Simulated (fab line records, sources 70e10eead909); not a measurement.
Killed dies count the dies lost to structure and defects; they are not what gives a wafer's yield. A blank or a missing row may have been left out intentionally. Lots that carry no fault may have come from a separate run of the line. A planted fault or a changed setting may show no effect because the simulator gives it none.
Comparing a struck lot with a sound one | flow nand-harc | 18 out of 1159 route steps
Sound: these wafers, L825.1, L825.4, L825.6. Struck: wafers L834.1, L834.2, L834.6. At the end, the cause is stated.
At each step with rows: each side's tool, then ch and its chambers, then its first start. Under that, the readings that differ: sound wafers | struck wafers | difference of the means | sigmas: that difference in standard deviations of wafers without a fault.
alike: same words and numbers on both sides, and readings whose means sit less than 2 such deviations apart. not compared: any withheld reading, any reading some wafer has no value for, any bound like >300 that may hide the same value, and any number with overlapping values for which the record gives no deviation.
Wherever a step has rows on one side only, a row that says differs or no value, or a row with sigmas, the two part there. Numbers that don't overlap but have no deviation are shown without sigmas and don't part them. A reading that every wafer of one side lacks parts them only if that side has two wafers or more.

NHARC_P_CONTACT_DEP_30: deposits SiNx, target thk 30 nm.
  sound on pecvd-01 ch 0,1, day 6 10:34; struck on pecvd-01 ch 0,1,2, day 8 16:52
  alike: heater-power-w
NHARC_P_CONTACT_DEP_00: deposits SiO2, target thk 500 nm.
  sound: pecvd-01 ch 0,1; struck: pecvd-01 ch 0,1,2
  alike: flow-sccm, heater-power-w, showerhead-vpp-V, throttle-valve-pct
NHARC_P_CONTACT_CMP_01: polishes SiO2, target thk 200 nm.
  sound on cmp-03 ch 1,2,3, day 6 11:20; struck on cmp-03 ch 0,1,3, day 8 17:32
  alike: motor-current-A
then, 8 steps without rows for these wafers: NHARC_P_CONTACT_SRD_03; NHARC_P_CONTACT_DEHYDRATE_04 (time 120 s); NHARC_P_CONTACT_HMDS_05 (time 30 s); NHARC_P_CONTACT_COAT_33 (time 75 s); NHARC_P_CONTACT_COAT_34 (time 65 s); NHARC_P_CONTACT_COAT_06 (resist thk 90 nm); NHARC_P_CONTACT_SOFTBAKE_07 (time 55 s); NHARC_P_CONTACT_EBR_08.
NHARC_P_CONTACT_EXPOSE_09: exposes mask P CA, target cd 90 nm.
  sound on arfi-scanner-01 ch 0, day 6 11:58; struck on arfi-scanner-02 ch 0, day 8 18:13
  reading                           | sound                   | struck            | difference | sigmas
  model.P_CONTACT.overlay-x-nm (nm) | -0.1407 -0.1407 -0.1407 | 10.63 10.63 10.63 | +10.77     |
  alike: mask
then, 2 steps without rows for these wafers: NHARC_P_CONTACT_PEB_10 (peb time 65 s); NHARC_P_CONTACT_DEVELOP_11 (develop time 35 s).
NHARC_P_CONTACT_CD_MEAS_12 targets a cd of 90 nm.
  sound on cd-sem-01 ch 0, day 6 12:07; struck on cd-sem-02 ch 0, day 8 18:22
  alike: cd-nm
NHARC_P_CONTACT_OVL_MEAS_13:
  sound on overlay-01 at day 6 12:13; struck on overlay-01 at day 8 18:28
  reading           | sound        | struck         | difference | sigmas
  overlay-x-nm (nm) | -0.3 0.2 0.1 | 10.4 10.4 10.8 | +10.5      | +12
  alike: overlay-y-nm
NHARC_P_CONTACT_INSPECT_14:
  sound on defect-inspect-01 at day 6 12:15; struck on defect-inspect-02 at day 8 18:30
  alike: raw-defect-count
-- record jumps: 14 days between struck wafers' starts before vs after; left off in module P_CONTACT, resumes in module END, first step shown is number 1159 of the route --
NHARC_END_SORT_01:
  here the record holds rows for the struck wafers (prober-01 ch 0, day 22 19:25) but none for the sound ones

WHERE THEY PART
First at NHARC_P_CONTACT_OVL_MEAS_13; last, within this record, at NHARC_END_SORT_01.

WHY: what the simulator had put in
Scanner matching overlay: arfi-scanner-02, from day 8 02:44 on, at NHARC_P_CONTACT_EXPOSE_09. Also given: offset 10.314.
